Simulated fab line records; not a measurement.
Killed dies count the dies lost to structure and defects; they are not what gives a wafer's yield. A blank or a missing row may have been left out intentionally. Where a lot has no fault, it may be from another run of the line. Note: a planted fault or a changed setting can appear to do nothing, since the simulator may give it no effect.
Lot-split experiment | flow n5 finfet | 39 wafers read from 7 lots, route of 1938 steps

== ON THE SPLIT ==
At N5_BEOL_M7_ILD_DEP_00 (deposits SiCOH lowk from DEMS/porogen, target thk 179.75 nm, time 33.4 s), the setting target thk a was moved away from the recipe's 1797.5 angstrom on 9 of the 39 wafers read, by -48.9% to +50.0%. For the rest of the wafers, this setting stayed at what the recipe calls for.

== FROM THE SPLIT ON TO THE READING: in between, the file shows 1 step ==
- N5_BEOL_M7_CURE_74: cures SiCOH lowk, time 240 s

== THE READING ==
M7_ILD_THK in nanometres, read at N5_BEOL_M7_THK_MEAS_01. Typical for fault-free wafers on this fab line: 155.3 nm, with standard deviation 2.7 nm.

wafer  | tool, chamber at the split | target thk a as run, angstrom | against the recipe | M7_ILD_THK, nm | against lot-mates on the recipe
L075.1 | pecvd-03, 1                | 1797.5                        | recipe             | 151.0          | -
L075.2 | pecvd-03, 0                | 1797.5                        | recipe             | 155.7          | -
L075.3 | pecvd-03, 2                | 1797.5                        | recipe             | 154.7          | -
L075.4 | pecvd-03, 0                | 1797.5                        | recipe             | 158.9          | -
L075.5 | pecvd-03, 1                | 1797.5                        | recipe             | 153.1          | -
L075.6 | pecvd-03, 2                | 1797.5                        | recipe             | 156.8          | -
L078.1 | pecvd-04, 2                | 1797.5                        | recipe             | 155.9          | -
L078.2 | pecvd-04, 0                | 1797.5                        | recipe             | 157.6          | -
L078.3 | pecvd-04, 1                | 1797.5                        | recipe             | 154.7          | -
L078.4 | pecvd-04, 0                | 2272                          | +26.4%             | 202.6          | +46.5
L078.5 | pecvd-04, 1                | 2272                          | +26.4%             | 198.9          | +42.8
L078.6 | pecvd-04, 2                | 2272                          | +26.4%             | 199.5          | +43.4
L081.1 | pecvd-04, 1                | 2696                          | +50.0%             | 231.3          | +75.5
L081.2 | pecvd-04, 2                | 2696                          | +50.0%             | 230.5          | +74.7
L081.3 | pecvd-04, 0                | 1797.5                        | recipe             | 154.6          | -
L081.4 | pecvd-04, 0                | 2696                          | +50.0%             | 236.0          | +80.2
L081.5 | pecvd-04, 1                | 1797.5                        | recipe             | 156.2          | -
L081.6 | pecvd-04, 2                | 1797.5                        | recipe             | 156.6          | -
L077.1 | pecvd-03, 2                | 1797.5                        | recipe             | 151.3          | -
L077.2 | pecvd-03, 1                | 1797.5                        | recipe             | 148.9          | -
L077.3 | pecvd-03, 0                | 1797.5                        | recipe             | 154.0          | -
L077.4 | pecvd-03, 2                | 1797.5                        | recipe             | 154.3          | -
L077.5 | pecvd-03, 1                | 1797.5                        | recipe             | 152.3          | -
L077.6 | pecvd-03, 0                | 1797.5                        | recipe             | 156.1          | -
L093.1 | pecvd-02, 0                | 1797.5                        | recipe             | 148.4          | -
L093.2 | pecvd-02, 2                | 1797.5                        | recipe             | 154.8          | -
L093.3 | pecvd-02, 1                | 919.3                         | -48.9%             | 75.4           | -77.0
L093.4 | pecvd-02, 0                | 919.3                         | -48.9%             | 73.2           | -79.2
L093.5 | pecvd-02, 2                | 919.3                         | -48.9%             | 81.7           | -70.7
L093.6 | pecvd-02, 1                | 1797.5                        | recipe             | 154.1          | -
L094.2 | pecvd-04, 0                | 1797.5                        | recipe             | 155.8          | -
L094.3 | pecvd-04, 1                | 1797.5                        | recipe             | 157.2          | -
L094.6 | pecvd-04, 1                | 1797.5                        | recipe             | 157.3          | -
L097.1 | pecvd-03, 2                | 1797.5                        | recipe             | 150.2          | -
L097.2 | pecvd-03, 0                | 1797.5                        | recipe             | 154.7          | -
L097.3 | pecvd-03, 1                | 1797.5                        | recipe             | 152.7          | -
L097.4 | pecvd-03, 1                | 1797.5                        | recipe             | 154.5          | -
L097.5 | pecvd-03, 0                | 1797.5                        | recipe             | 155.4          | -
L097.6 | pecvd-03, 2                | 1797.5                        | recipe             | 154.4          | -

THE FIT
A straight line over all 39 wafers: M7_ILD_THK changes by +1.6 nm for each +1% of target thk a; r = +1.00; the points scatter about the line by 2.8 nm.
The same after taking each lot's own level away (the mean of its wafers on the recipe; 39 wafers): +1.56 nm for each +1%; r = +1.00; scatter 2.4 nm.
On that fit, the largest move of target thk a shifts the reading by 78 nm.
The span of the lots' own levels, 152.43 to 156.77 nm, comes to 1.6 times the standard deviation stated above.
The two slopes are in agreement: the lot-to-lot level therefore moves the slope only a little.
Check: for one of the wafers moved furthest among these (+50.0%), held out of the fit, the line's prediction against its lot-mates is +78.6 nm. Against them it came out at +75.5 nm.

== THE WHOLE CHAIN: every reading that the file lists as answering this split, in the file's order ==
step                   | what it does                                                             | reading                                                                                  | change (the file's fit)              | r (the file's)
N5_BEOL_M7_ILD_DEP_00  | deposits SiCOH lowk from DEMS/porogen, target thk 179.75 nm, time 33.4 s | SiCOH_lowk_of_BEOL_M7_ILD_DEP_00.thk nm (the simulator's own value, which no gauge read) | +1.79 nm for each +1% of the setting | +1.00
N5_BEOL_M7_CURE_74     | cures SiCOH lowk, time 240 s                                             | SiCOH_lowk_of_BEOL_M7_ILD_DEP_00.thk nm (the simulator's own value, which no gauge read) | +1.56 nm for each +1% of the setting | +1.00
N5_BEOL_M7_THK_MEAS_01 |                                                                          | M7_ILD_THK                                                                               | +1.56 for each +1% of the setting    | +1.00

== THE FILE'S OWN FIT ==
M7_ILD_THK changes by +1.56 nm for each +1% of target thk a, r = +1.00.
